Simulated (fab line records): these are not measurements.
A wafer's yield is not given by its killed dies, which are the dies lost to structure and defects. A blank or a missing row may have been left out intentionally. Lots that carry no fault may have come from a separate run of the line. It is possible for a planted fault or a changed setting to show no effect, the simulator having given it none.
Which tool is to blame? | flow nandHarc | 42 wafers from 14 lots sampled at 4 of the route's 1302 steps

== WHAT THE GAUGES SHOWED, per wafer ==
NHARC_A_ONON_D1_THK_MEAS_27: measures by ellipsometry.
lot  | measured     | on           | thkNm (nm)
L495 | day 8 11:22  | filmMetro-02 | 1003 1002 1002
L496 | day 8 11:23  | filmMetro-01 | 1003 1005 1005
L500 | day 10 12:10 | filmMetro-02 | 1020 1020 1019
L501 | day 10 15:38 | filmMetro-01 | 1010 1009 1009
L502 | day 11 02:28 | filmMetro-02 | 1001 1000 1001
L503 | day 11 11:47 | filmMetro-02 | 990 990 988
L508 | day 14 06:10 | filmMetro-02 | 995 995 996
L512 | day 15 05:22 | filmMetro-01 | 989 987 987
L513 | day 15 16:22 | filmMetro-01 | 996 995 996
L514 | day 16 05:29 | filmMetro-01 | 1011 1011 1012
L515 | day 17 04:34 | filmMetro-02 | 988 987 985
L516 | day 17 12:11 | filmMetro-01 | 1021 1021 1021
L517 | day 17 12:10 | filmMetro-02 | 985 985 985
L518 | day 18 05:53 | filmMetro-02 | 989 989 988

== WHICH TOOL RAN EACH LOT (tool, then ch and the chambers of the sampled wafers, then the start) ==
lot  | NHARC_P_BONDPAD_PRE_CLEAN_26           | NHARC_A_ZERO_WELL_RTA_16        | NHARC_A_ONON_D1_DEP_22
L495 | pvdSputter-02, day 7 00:50 or earlier  | rtpAnneal-02 ch 0, day 7 00:50  | pecvdOnon-04 ch 0, day 8 10:21
L496 | pvdSputter-01, day 7 03:10 or earlier  | rtpAnneal-02 ch 0, day 7 03:10  | pecvdOnon-01 ch 0, day 8 10:21
L500 | pvdSputter-01, day 8 23:46 or earlier  | rtpAnneal-01 ch 0, day 8 23:46  | pecvdOnon-04 ch 0, day 10 11:05
L501 | pvdSputter-01, day 9 07:19 or earlier  | rtpAnneal-01 ch 0, day 9 07:19  | pecvdOnon-01 ch 0, day 10 14:33
L502 | pvdSputter-02, day 9 14:18 or earlier  | rtpAnneal-01 ch 0, day 9 14:18  | pecvdOnon-01 ch 0, day 11 01:27
L503 | pvdSputter-01, day 10 02:10 or earlier | rtpAnneal-01 ch 0, day 10 02:10 | pecvdOnon-01 ch 0, day 11 10:41
L508 | pvdSputter-02, day 12 21:46 or earlier | rtpAnneal-02 ch 0, day 12 21:46 | pecvdOnon-03 ch 0, day 14 05:09
L512 | pvdSputter-01, day 13 19:56 or earlier | rtpAnneal-02 ch 0, day 13 19:56 | pecvdOnon-03 ch 0, day 15 04:20
L513 | pvdSputter-02, day 14 08:28 or earlier | rtpAnneal-02 ch 0, day 14 08:28 | pecvdOnon-03 ch 0, day 15 15:17
L514 | pvdSputter-03, day 14 16:38 or earlier | rtpAnneal-01 ch 0, day 14 16:38 | pecvdOnon-03 ch 0, day 16 04:25
L515 | pvdSputter-01, day 15 19:05 or earlier | rtpAnneal-01 ch 0, day 15 19:05 | pecvdOnon-01 ch 0, day 17 03:29
L516 | pvdSputter-02, day 16 00:17 or earlier | rtpAnneal-02 ch 0, day 16 00:17 | pecvdOnon-01 ch 0, day 17 11:07
L517 | pvdSputter-02, day 16 01:53 or earlier | rtpAnneal-01 ch 0, day 16 01:53 | pecvdOnon-04 ch 0, day 17 11:12
L518 | pvdSputter-01, day 16 21:31 or earlier | rtpAnneal-02 ch 0, day 16 21:31 | pecvdOnon-04 ch 0, day 18 04:48
- NHARC_P_BONDPAD_PRE_CLEAN_26: time 30 s.
- NHARC_A_ZERO_WELL_RTA_16: time 10 s.
- NHARC_A_ONON_D1_DEP_22: target thk 1000 nm.

== WHAT THE TOOLS THEMSELVES READ (means of the sampled wafers that have a number; where no wafer has one, the mark that the record gives instead) ==
NHARC_P_BONDPAD_PRE_CLEAN_26.
lot  | tool          | heaterPowerW (W)
L495 | pvdSputter-02 | 435
L496 | pvdSputter-01 | 443
L500 | pvdSputter-01 | 361
L501 | pvdSputter-01 | 441
L502 | pvdSputter-02 | 415
L503 | pvdSputter-01 | 447
L508 | pvdSputter-02 | 407
L512 | pvdSputter-01 | 359
L513 | pvdSputter-02 | 387
L514 | pvdSputter-03 | 419
L515 | pvdSputter-01 | 360
L516 | pvdSputter-02 | 410
L517 | pvdSputter-02 | 404
L518 | pvdSputter-01 | 361

NHARC_A_ZERO_WELL_RTA_16.
lot  | tool         | annealTempCMax | lampPowerPct (%) | wafer_temp_C_max
L495 | rtpAnneal-02 | 1003.4         | 29.6             | 1002.7
L496 | rtpAnneal-02 | 1003.1         | 29.5             | 1002.6
L500 | rtpAnneal-01 | 1003.4         | 31.0             | 1004.3
L501 | rtpAnneal-01 | 1002.4         | 30.9             | 1005.1
L502 | rtpAnneal-01 | 1004.0         | 30.9             | 1003.6
L503 | rtpAnneal-01 | 1003.1         | 30.9             | 1003.7
L508 | rtpAnneal-02 | 1003.2         | 29.6             | 1003.0
L512 | rtpAnneal-02 | 1003.7         | 29.4             | 1003.2
L513 | rtpAnneal-02 | 1004.1         | 29.5             | 1003.6
L514 | rtpAnneal-01 | 1002.8         | 30.9             | 1003.3
L515 | rtpAnneal-01 | 1002.6         | 30.9             | 1002.4
L516 | rtpAnneal-02 | 1002.4         | 29.5             | 1003.4
L517 | rtpAnneal-01 | 1003.4         | 30.9             | 1004.2
L518 | rtpAnneal-02 | 1003.4         | 29.5             | 1002.4

NHARC_A_ONON_D1_DEP_22.
lot  | tool         | n2oFlowSccm (sccm)
L495 | pecvdOnon-04 | 2003
L496 | pecvdOnon-01 | 2006
L500 | pecvdOnon-04 | 2000
L501 | pecvdOnon-01 | 2002
L502 | pecvdOnon-01 | 1593
L503 | pecvdOnon-01 | 1598
L508 | pecvdOnon-03 | 1994
L512 | pecvdOnon-03 | 1999
L513 | pecvdOnon-03 | 1989
L514 | pecvdOnon-03 | 2002
L515 | pecvdOnon-01 | 2002
L516 | pecvdOnon-01 | 2001
L517 | pecvdOnon-04 | 1994
L518 | pecvdOnon-04 | 1990

== THE ANSWER, worked out from the rows above alone ==
Rule: usual is defined by the lots themselves. Put in order of their means at a reading, lots are off if they are a third of the lots or fewer, leave a main group of 4 or more, and stand apart from it by a gap of 3 or more times the standard deviation of the main group's means; of several such gaps the widest counts. A main group whose means are all the same, to the digits that the tables above print for the reading, isn't used. A lot without any number at a reading at which 4 lots or more have one is off too. All remaining lots with rows at the step are treated as sound. After the gauges, taken in route order, come the tools' own readings; for these a lot's mean is taken, as printed above. At the first step where some lot is off, the reading lying furthest off is the one used; lots without a number count as furthest.
Off, at NHARC_A_ONON_D1_DEP_22 on n2oFlowSccm: L502, L503. For the main group the mean is 1998 sccm and the standard deviation 5.2.
If a tool, at that step or one of the process steps before it, ran each lot that is off and ran no sound lot following the first of them, it fits. NHARC_P_BONDPAD_PRE_CLEAN_26: start missing for some lots; hours and lot order therefore follow NHARC_A_ZERO_WELL_RTA_16. No candidate that was tried fits.

== WHAT HAD BEEN PUT IN BY THE SIMULATOR ==
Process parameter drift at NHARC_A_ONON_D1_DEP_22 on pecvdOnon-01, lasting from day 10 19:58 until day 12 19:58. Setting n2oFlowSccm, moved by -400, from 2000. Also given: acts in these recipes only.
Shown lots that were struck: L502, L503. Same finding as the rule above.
